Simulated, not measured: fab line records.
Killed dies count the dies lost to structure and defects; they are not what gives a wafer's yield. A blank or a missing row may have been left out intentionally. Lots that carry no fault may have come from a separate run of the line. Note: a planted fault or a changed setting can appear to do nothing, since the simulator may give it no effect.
Which tool did it? :: flow nand_harc :: 12 lots with 36 wafers sampled at 5 steps, on a route of 1302 steps

== WHAT THE GAUGES SHOWED, per wafer ==
NHARC_A_CONTACT_OVL_MEAS_70.
lot: L302
measured: day 21 19:29
on: overlay-01
overlay_x_nm (nm): 0.0 0.4 0.5
overlay_y_nm (nm): 0.2 -0.1 0.0

lot: L306
measured: day 22 15:14
on: overlay-01
overlay_x_nm (nm): 0.0 0.4 0.6
overlay_y_nm (nm): -0.2 -0.3 -0.2

lot: L304
measured: day 23 16:48
on: overlay-02
overlay_x_nm (nm): 1.7 1.0 1.5
overlay_y_nm (nm): -1.8 -1.5 -1.6

lot: L308
measured: day 23 23:03
on: overlay-01
overlay_x_nm (nm): -0.5 -0.5 -0.1
overlay_y_nm (nm): 0.7 1.0 1.1

lot: L311
measured: day 26 00:40
on: overlay-02
overlay_x_nm (nm): -0.3 0.0 -0.3
overlay_y_nm (nm): -0.9 -0.8 -0.8

lot: L312
measured: day 26 05:41
on: overlay-02
overlay_x_nm (nm): -2.0 -1.1 -1.0
overlay_y_nm (nm): 0.4 0.5 0.8

lot: L313
measured: day 26 06:08
on: overlay-02
overlay_x_nm (nm): -0.9 -0.7 -0.8
overlay_y_nm (nm): -1.9 -1.9 -2.2

lot: L314
measured: day 27 05:09
on: overlay-01
overlay_x_nm (nm): 0.8 1.3 0.6
overlay_y_nm (nm): -1.1 -0.5 -0.8

lot: L315
measured: day 27 05:38
on: overlay-01
overlay_x_nm (nm): -0.5 -0.9 -0.7
overlay_y_nm (nm): 0.1 0.6 0.4

lot: L316
measured: day 28 05:25
on: overlay-02
overlay_x_nm (nm): 0.3 0.4 0.0
overlay_y_nm (nm): 0.3 0.7 0.7

lot: L324
measured: day 30 19:21
on: overlay-01
overlay_x_nm (nm): 0.9 0.9 0.5
overlay_y_nm (nm): 1.5 1.6 1.5

lot: L325
measured: day 31 09:49
on: overlay-01
overlay_x_nm (nm): 1.0 0.6 1.2
overlay_y_nm (nm): 0.3 0.0 0.0

NHARC_END_SORT_01.
lot: L315
measured: day 29 19:32
on: prober-01
killed_at_array: 48 671 48
killed_at_other: 1 0 0
killed_at_periphery: 3 6 3
killed_dies: 52 677 51
killed_open: 5 3 1
killed_short: 5 1 1

lot: L316
measured: day 30 13:50
on: prober-01
killed_at_array: 46 31 675
killed_at_other: 2 0 0
killed_at_periphery: 2 2 2
killed_dies: 50 33 677
killed_open: 1 1 4
killed_short: 3 5 0

== TOOL THAT RAN EACH LOT (tool first, then ch and the chambers of the sampled wafers, then the start) ==
lot: L302
NHARC_A_CONTACT_ETCH_77: rie_diel-12 ch 0,3, day 21 20:07
NHARC_A_CONTACT_ETCH_127: har_cap_etch-03 ch 0,1, day 21 21:55
NHARC_A_CONTACT_ETCH_129: har_cap_etch-03 ch 0,1, day 21 22:23

lot: L306
NHARC_A_CONTACT_ETCH_77: rie_diel-12 ch 0,1,2, day 22 15:52
NHARC_A_CONTACT_ETCH_127: har_cap_etch-02 ch 0,1, day 22 17:26
NHARC_A_CONTACT_ETCH_129: har_cap_etch-02 ch 0,1, day 22 17:47

lot: L304
NHARC_A_CONTACT_ETCH_77: rie_diel-04 ch 0,3, day 23 17:44
NHARC_A_CONTACT_ETCH_127: har_cap_etch-02 ch 0,1, day 23 19:56
NHARC_A_CONTACT_ETCH_129: har_cap_etch-02 ch 0,1, day 23 20:17

lot: L308
NHARC_A_CONTACT_ETCH_77: rie_diel-04 ch 1,3, day 23 23:40
NHARC_A_CONTACT_ETCH_127: har_cap_etch-03 ch 0,1, day 24 01:14
NHARC_A_CONTACT_ETCH_129: har_cap_etch-03 ch 0,1, day 24 01:35

lot: L311
NHARC_A_CONTACT_ETCH_77: rie_diel-12 ch 0,1, day 26 01:18
NHARC_A_CONTACT_ETCH_127: har_cap_etch-03 ch 0,1, day 26 02:54
NHARC_A_CONTACT_ETCH_129: har_cap_etch-03 ch 0,1, day 26 03:15

lot: L312
NHARC_A_CONTACT_ETCH_77: rie_diel-04 ch 0,2, day 26 06:24
NHARC_A_CONTACT_ETCH_127: har_cap_etch-02 ch 0,1, day 26 08:08
NHARC_A_CONTACT_ETCH_129: har_cap_etch-02 ch 0,1, day 26 08:37

lot: L313
NHARC_A_CONTACT_ETCH_77: rie_diel-04 ch 0,1,2, day 26 07:25
NHARC_A_CONTACT_ETCH_127: har_cap_etch-01 ch 0,1, day 26 08:59
NHARC_A_CONTACT_ETCH_129: har_cap_etch-01 ch 0,1, day 26 09:20

lot: L314
NHARC_A_CONTACT_ETCH_77: rie_diel-04 ch 2,3, day 27 05:47
NHARC_A_CONTACT_ETCH_127: har_cap_etch-01 ch 0,1, day 27 07:22
NHARC_A_CONTACT_ETCH_129: har_cap_etch-01 ch 0,1, day 27 07:43

lot: L315
NHARC_A_CONTACT_ETCH_77: rie_diel-04 ch 0,2,3, day 27 06:49
NHARC_A_CONTACT_ETCH_127: har_cap_etch-02 ch 0,1, day 27 08:23
NHARC_A_CONTACT_ETCH_129: har_cap_etch-02 ch 0,1, day 27 08:44

lot: L316
NHARC_A_CONTACT_ETCH_77: rie_diel-04 ch 0,1,2, day 28 06:02
NHARC_A_CONTACT_ETCH_127: har_cap_etch-01 ch 0,1, day 28 07:40
NHARC_A_CONTACT_ETCH_129: har_cap_etch-01 ch 0,1, day 28 08:01

lot: L324
NHARC_A_CONTACT_ETCH_77: rie_diel-13 ch 1,2, day 30 19:58
NHARC_A_CONTACT_ETCH_127: har_cap_etch-02 ch 0,1, day 30 21:34
NHARC_A_CONTACT_ETCH_129: har_cap_etch-02 ch 0,1, day 30 21:55

lot: L325
NHARC_A_CONTACT_ETCH_77: rie_diel-13 ch 0,1, day 31 10:26
NHARC_A_CONTACT_ETCH_127: har_cap_etch-03 ch 0,1, day 31 12:01
NHARC_A_CONTACT_ETCH_129: har_cap_etch-03 ch 0,1, day 31 12:22
- NHARC_A_CONTACT_ETCH_77: etches the open film in CF4/CHF3, target depth 108.9 nm, time 54.5 s.
- NHARC_A_CONTACT_ETCH_127: etches the open film in C4F8/O2/Ar, time 197 s, target depth 1918 nm.
- NHARC_A_CONTACT_ETCH_129: etches the open film in C4F8/O2/Ar, time 197 s, target depth 1918 nm.

== WHAT THE TOOLS THEMSELVES READ (means of the sampled wafers that have a number; where no wafer has one, the mark that the record gives instead) ==
NHARC_A_CONTACT_ETCH_77.
lot: L302
tool: rie_diel-12
drypump_motor_current_A (A): 5.9
mfc_ar_sccm (sccm): 0.016
oes_product_au (a.u.): 0.965
rf_vpp_V (V): 373.5
run_length_s (s): 75.5
showerhead_plenum_p_Torr (Torr): 1.67
throttle_valve_pct (%): 16.796

lot: L306
tool: rie_diel-12
drypump_motor_current_A (A): 5.4
mfc_ar_sccm (sccm): 0.007
oes_product_au (a.u.): 0.960
rf_vpp_V (V): 371.3
run_length_s (s): 75.8
showerhead_plenum_p_Torr (Torr): 1.58
throttle_valve_pct (%): 16.811

lot: L304
tool: rie_diel-04
drypump_motor_current_A (A): 6.6
mfc_ar_sccm (sccm): 0.007
oes_product_au (a.u.): 0.962
rf_vpp_V (V): 373.0
run_length_s (s): 76.0
showerhead_plenum_p_Torr (Torr): 1.66
throttle_valve_pct (%): 16.794

lot: L308
tool: rie_diel-04
drypump_motor_current_A (A): 5.5
mfc_ar_sccm (sccm): 0.000
oes_product_au (a.u.): 0.974
rf_vpp_V (V): 371.0
run_length_s (s): 76.2
showerhead_plenum_p_Torr (Torr): 1.57
throttle_valve_pct (%): 16.796

lot: L311
tool: rie_diel-12
drypump_motor_current_A (A): 4.9
mfc_ar_sccm (sccm): 0.008
oes_product_au (a.u.): 0.922
rf_vpp_V (V): 372.5
run_length_s (s): 75.9
showerhead_plenum_p_Torr (Torr): 1.64
throttle_valve_pct (%): 16.806

lot: L312
tool: rie_diel-04
drypump_motor_current_A (A): 6.1
mfc_ar_sccm (sccm): 0.011
oes_product_au (a.u.): 0.924
rf_vpp_V (V): 373.7
run_length_s (s): 76.1
showerhead_plenum_p_Torr (Torr): 1.65
throttle_valve_pct (%): 16.805

lot: L313
tool: rie_diel-04
drypump_motor_current_A (A): 5.9
mfc_ar_sccm (sccm): 0.007
oes_product_au (a.u.): 0.932
rf_vpp_V (V): 372.2
run_length_s (s): 76.3
showerhead_plenum_p_Torr (Torr): 1.63
throttle_valve_pct (%): 16.798

lot: L314
tool: rie_diel-04
drypump_motor_current_A (A): 5.9
mfc_ar_sccm (sccm): 0.007
oes_product_au (a.u.): 0.928
rf_vpp_V (V): 371.8
run_length_s (s): 75.9
showerhead_plenum_p_Torr (Torr): 1.61
throttle_valve_pct (%): 16.804

lot: L315
tool: rie_diel-04
drypump_motor_current_A (A): 6.3
mfc_ar_sccm (sccm): 0.007
oes_product_au (a.u.): 0.934
rf_vpp_V (V): 372.0
run_length_s (s): 70.7
showerhead_plenum_p_Torr (Torr): 1.64
throttle_valve_pct (%): 16.802

lot: L316
tool: rie_diel-04
drypump_motor_current_A (A): 5.9
mfc_ar_sccm (sccm): 0.007
oes_product_au (a.u.): 0.930
rf_vpp_V (V): 372.6
run_length_s (s): 71.1
showerhead_plenum_p_Torr (Torr): 1.62
throttle_valve_pct (%): 16.798

lot: L324
tool: rie_diel-13
drypump_motor_current_A (A): 5.4
mfc_ar_sccm (sccm): 0.014
oes_product_au (a.u.): 0.973
rf_vpp_V (V): 369.2
run_length_s (s): 76.0
showerhead_plenum_p_Torr (Torr): 1.51
throttle_valve_pct (%): 16.807

lot: L325
tool: rie_diel-13
drypump_motor_current_A (A): 6.0
mfc_ar_sccm (sccm): 0.011
oes_product_au (a.u.): 0.925
rf_vpp_V (V): 367.8
run_length_s (s): 76.0
showerhead_plenum_p_Torr (Torr): 1.49
throttle_valve_pct (%): 16.805

== THE ANSWER, worked out from the rows above alone ==
Rule: the usual values come from the lots themselves. The widest of any qualifying gaps counts: lots, ordered by their means at a reading, are off when they make up no more than a third of the lots, leave a main group of 4 or more, and stand apart from it by 3 or more times the standard deviation of that group's means. Not used: any main group whose means are identical at the precision the tables above print for the reading. A lot without any number at a reading at which 4 lots or more have one is off too. The other lots that the step has rows for count as sound. The gauges are gone through in route order, then the tools' own readings, and for those a lot's mean is taken as printed above. At the first step where some lot is off, the reading lying furthest off is the one used; lots without a number count as furthest.
Off, at NHARC_A_CONTACT_ETCH_77 on run_length_s: L315, L316. Main group: mean 76.0 s, sd 0.21.
If a tool, at that step or one of the process steps before it, ran each lot that is off and ran no sound lot following the first of them, it fits. One candidate fits, namely rie_diel-04 at NHARC_A_CONTACT_ETCH_77. Its last sound lot is L314 (day 27 05:47), its first lot that is off L315 (day 27 06:49): a fault that began between those two fits.
On the lots that are off, the tool's own readings at NHARC_A_CONTACT_ETCH_77 differ by more than 5 times the standard deviation of the sound lots' means, which bears it out; run_length_s reads 70.9 s there versus 76.0 s on the sound lots.

== WHAT THE SIMULATOR HAD PUT IN ==
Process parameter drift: rie_diel-04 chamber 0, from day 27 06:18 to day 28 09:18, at NHARC_A_CONTACT_ETCH_77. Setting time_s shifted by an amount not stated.
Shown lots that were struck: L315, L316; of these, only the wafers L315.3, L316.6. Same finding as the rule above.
